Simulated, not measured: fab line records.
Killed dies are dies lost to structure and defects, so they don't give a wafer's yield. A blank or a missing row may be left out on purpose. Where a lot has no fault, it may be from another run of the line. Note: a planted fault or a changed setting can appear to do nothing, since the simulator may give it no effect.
Chamber matching    flow n5Finfet    cmp-03 running N5_BEOL_M6_CMP_52: 4 sister chambers
The step polishes, stops on SiCOH lowk, t overpolish 6.9 s, target thk 80 nm. 4 wafers are shown with their chamber, then 8 later ones without.

WAFERS WITH THEIR CHAMBER
wafer   chamber  motorCurrentA (A)
L077.2  0        6.3
L084.4  2        6.9
L084.6  1        5.3
L086.1  3        6.6

WAFERS WITH NO CHAMBER GIVEN
wafer   motorCurrentA (A)
L086.3  6.4
L086.6  7.1
L088.1  7.2
L088.4  5.1
L088.5  5.0
L090.3  6.3
L090.4  7.2
L090.6  5.8

WHICH CHAMBER EACH ONE RAN IN
wafer   from the rows above           in truth
L086.3  can't be placed: 0 or 3 or 2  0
L086.6  can't be placed: 2 or 3       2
L088.1  can't be placed: 2 or 3       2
L088.4  1                             1
L088.5  1                             1
L090.3  can't be placed: 0 or 3       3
L090.4  can't be placed: 2 or 3       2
L090.6  can't be placed: 0 or 1 or 3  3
Placed correctly: 2 of 8. Can't be placed from these rows: 6 (the true chamber is among the candidates in 6). 0 placed wrongly.
How it was worked out, from the rows above alone: a wafer's distance from a chamber is the root of the sum, over the readings, of the square of ((its reading less the chamber's mean) divided by the reading's scatter). If the next closest chamber is less than 2 further off than the closest, the wafer can't be placed; otherwise it belongs to the closest. Each chamber's mean is taken over the wafers shown for it. The scatter: with one shown wafer a chamber, the root of the mean of the squares of how far each hidden wafer lies from its nearest shown one.
